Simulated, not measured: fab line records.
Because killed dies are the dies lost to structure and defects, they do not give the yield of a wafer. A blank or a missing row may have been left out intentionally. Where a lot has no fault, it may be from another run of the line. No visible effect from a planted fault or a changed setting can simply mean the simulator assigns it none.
Which tool did it? -- flow n5 finfet -- 32 wafers from 11 lots sampled at 5 of the route's 1938 steps

WHAT THE GAUGES SHOWED, per wafer
N5_BEOL_M4_INSPECT_59: inspects for defects (darkfield).
lot,measured,on,raw defect count
L231,day 8 11:39,defect inspect-01,75 102
L232,day 8 20:34,defect inspect-01,61 58 54
L234,day 9 02:59,defect inspect-01,39 45 86
L236,day 9 14:18,defect inspect-01,66 86 53
L238,day 10 04:55,defect inspect-01,113 95 71
L242,day 11 00:08,defect inspect-02,55 54 73
L245,day 12 08:13,defect inspect-01,39 57 53
L248,day 12 15:14,defect inspect-01,104 84 160
L250,day 12 16:50,defect inspect-01,65 72 104
L252,day 13 11:59,defect inspect-01,72 98 99
L254,day 13 21:54,defect inspect-02,85 100 41

N5_BEOL_M4_RC_MEAS_101.
lot,measured,on,DIBL_N (mV/V),DIBL_P (mV/V),IOFF_N (nA/um),IOFF_P (nA/um),IOFF_P_85C (nA/um),IOFF_P_LIN (nA/um),ION_N (uA/um),ION_P (uA/um),REXT_P (ohm.um),SS_N (mV/dec),SS_P (mV/dec),VT_N (mV),VT_P (mV),VT_P_LVT (mV)
L231,day 8 11:50,prober-01,36.2 38.1,35.7 38.2,0.16 0.20,0.21 0.25,3.6 4.2,0.097 0.111,685 693,463 468,97.0 96.3,72.0 72.9,73.2 74.0,248 245,-251 -246,-99.0 -97.8
L232,day 8 20:54,prober-02,36.8 36.7 37.8,37.8 36.2 37.1,0.15 0.15 0.17,0.27 0.24 0.25,4.5 4.0 4.2,0.125 0.113 0.117,664 649 666,466 462 466,99.9 102.1 102.0,71.3 71.9 71.1,73.3 73.0 73.1,252 251 249,-245 -247 -244,-94.3 -96.5 -95.6
L234,day 9 03:10,prober-01,38.6 36.9 35.1,39.4 39.0 35.2,0.20 0.18 0.14,0.29 0.29 0.21,4.7 4.7 3.6,0.126 0.125 0.101,679 689 664,469 474 464,96.5 96.8 96.2,71.8 72.1 71.2,74.3 73.9 73.3,247 249 252,-246 -246 -248,-95.7 -96.0 -99.2
L236,day 9 14:29,prober-02,34.2 35.7 35.4,32.1 35.6 34.8,0.12 0.14 0.14,0.15 0.20 0.19,2.7 3.4 3.3,0.077 0.095 0.091,660 669 672,453 458 463,99.6 98.1 98.2,70.8 70.7 70.8,73.2 73.9 72.8,254 252 251,-257 -251 -253,-103.9 -100.9 -101.2
L238,day 10 04:57,prober-01,38.6 37.5 37.1,38.0 36.6 36.7,0.19 0.17 0.18,0.27 0.22 0.23,4.5 3.9 4.0,0.118 0.104 0.109,674 670 677,464 459 463,102.2 101.6 101.2,72.3 71.8 72.2,73.7 74.0 73.6,248 249 248,-247 -250 -246,-95.3 -96.9 -96.4
L242,day 11 00:10,prober-02,39.5 39.5 37.1,37.4 37.6 34.6,0.17 0.18 0.13,0.19 0.20 0.15,3.3 3.5 2.7,0.085 0.090 0.073,668 687 661,444 466 450,101.9 100.4 100.5,72.3 72.0 71.7,73.3 74.1 72.9,248 247 255,-253 -252 -258,-102.6 -100.7 -104.8
L245,day 12 08:14,prober-02,35.2 37.9 34.6,35.0 37.9 29.6,0.13 0.17 0.12,0.18 0.23 0.10,3.2 3.8 1.9,0.090 0.103 0.053,657 667 660,453 461 425,98.3 98.3 115.4,71.4 72.0 70.8,72.7 74.2 72.9,254 251 253,-254 -250 -266,-96.7 -94.9 -108.8
L248,day 12 15:25,prober-02,38.5 36.6 36.5,38.4 32.2 35.3,0.20 0.16 0.15,0.23 0.11 0.18,3.8 2.2 3.1,0.098 0.058 0.083,671 654 653,458 422 446,100.3 117.8 101.5,72.4 72.5 72.2,73.7 72.4 72.3,248 250 254,-248 -262 -254,-99.4 -110.5 -102.4
L250,day 12 16:58,prober-01,36.1 41.5 36.2,33.3 40.4 33.7,0.14 0.26 0.14,0.20 0.34 0.20,3.5 5.6 3.6,0.101 0.151 0.101,668 700 674,458 481 465,102.6 100.7 102.1,70.9 71.9 71.4,72.6 74.8 72.5,251 243 251,-249 -241 -247,-96.6 -90.2 -96.9
L252,day 13 12:01,prober-01,36.6 37.0 37.5,38.6 40.2 40.7,0.18 0.19 0.20,0.22 0.25 0.27,3.9 4.3 4.6,0.105 0.111 0.119,679 675 683,459 459 468,106.1 103.9 104.2,72.4 72.4 72.8,73.8 74.0 74.1,250 248 246,-249 -252 -247,-98.3 -96.9 -95.8
L254,day 13 22:05,prober-01,36.4 37.4 34.4,37.4 38.7 35.7,0.16 0.17 0.12,0.24 0.25 0.21,4.0 4.2 3.6,0.115 0.117 0.105,676 677 664,469 467 467,102.0 101.5 101.4,71.2 70.5 71.0,73.3 73.9 72.7,247 249 255,-245 -247 -249,-95.4 -95.0 -96.5

EACH LOT AND THE TOOL THAT RAN IT (in order: tool; ch and the chambers of the sampled wafers; start)
lot,N5_SD_EPI_P_VAPOR_ETCH_44,N5_BEOL_M4_ANNEAL_82,N5_BEOL_M4_ANNEAL_93
L231,"epi rpcvd-04 ch 0, day 3 05:32","pvd sputter-02, day 8 09:18","pvd sputter-02, day 8 10:11"
L232,"epi rpcvd-03 ch 0, day 3 12:31","pvd sputter-01, day 8 18:14","pvd sputter-01, day 8 19:07"
L234,"epi rpcvd-04 ch 0, day 4 00:37","pvd sputter-02, day 9 00:40","pvd sputter-02, day 9 01:33"
L236,"epi rpcvd-03 ch 0, day 4 12:52","pvd sputter-03, day 9 11:39","pvd sputter-03, day 9 12:32"
L238,"epi rpcvd-01 ch 0, day 5 01:51","pvd sputter-01, day 10 02:35","pvd sputter-01, day 10 03:28"
L242,"epi rpcvd-01 ch 0, day 6 06:52","pvd sputter-03, day 10 21:44","pvd sputter-03, day 10 22:37"
L245,"epi rpcvd-01 ch 0, day 6 21:29","pvd sputter-01, day 12 05:41","pvd sputter-01, day 12 06:34"
L248,"epi rpcvd-01 ch 0, day 7 13:43","pvd sputter-01, day 12 12:55","pvd sputter-01, day 12 13:48"
L250,"epi rpcvd-04 ch 0, day 8 02:03","pvd sputter-02, day 12 14:31","pvd sputter-02, day 12 15:23"
L252,"epi rpcvd-04 ch 0, day 8 13:43","pvd sputter-01, day 13 09:28","pvd sputter-01, day 13 10:21"
L254,"epi rpcvd-03 ch 0, day 9 03:56","pvd sputter-03, day 13 19:35","pvd sputter-03, day 13 20:28"
- N5_SD_EPI_P_VAPOR_ETCH_44: etches SiGe30 in NF3/Ar, time 3.3 s.
- N5_BEOL_M4_ANNEAL_82: time 240 s.
- N5_BEOL_M4_ANNEAL_93: time 240 s.

WHAT THE TOOLS THEMSELVES READ (means of the sampled wafers that have a number; where no wafer has one, the mark that the record gives instead)
N5_BEOL_M4_ANNEAL_82.
lot,tool,heater power w (W)
L231,pvd sputter-02,794
L232,pvd sputter-01,957
L234,pvd sputter-02,777
L236,pvd sputter-03,885
L238,pvd sputter-01,940
L242,pvd sputter-03,840
L245,pvd sputter-01,833
L248,pvd sputter-01,830
L250,pvd sputter-02,873
L252,pvd sputter-01,838
L254,pvd sputter-03,886

N5_BEOL_M4_ANNEAL_93.
lot,tool,heater power w (W)
L231,pvd sputter-02,818
L232,pvd sputter-01,937
L234,pvd sputter-02,785
L236,pvd sputter-03,873
L238,pvd sputter-01,952
L242,pvd sputter-03,863
L245,pvd sputter-01,823
L248,pvd sputter-01,832
L250,pvd sputter-02,859
L252,pvd sputter-01,858
L254,pvd sputter-03,887

THE ANSWER, worked out from the rows above alone
Rule: usual is defined by the lots themselves. Put in order of their means at a reading, lots are off if they are a third of the lots or fewer, leave a main group of 4 or more, and stand apart from it by a gap of 3 or more times the standard deviation of the main group's means; of several such gaps the widest counts. If all means in a main group match to the digits the tables above print for the reading, that group is not used. Also off: a lot with no number at a reading for which 4 or more lots have one. All remaining lots with rows at the step are treated as sound. Order of review: gauges by route order, followed by the tools' own readings, for which a lot's mean as printed above is used. At the first step where some lot is off, the reading lying furthest off is the one used; lots without a number count as furthest.
Across all readings shown, no lot is off: no conclusion can be drawn from this.

WHAT THE SIMULATOR HAD PUT IN
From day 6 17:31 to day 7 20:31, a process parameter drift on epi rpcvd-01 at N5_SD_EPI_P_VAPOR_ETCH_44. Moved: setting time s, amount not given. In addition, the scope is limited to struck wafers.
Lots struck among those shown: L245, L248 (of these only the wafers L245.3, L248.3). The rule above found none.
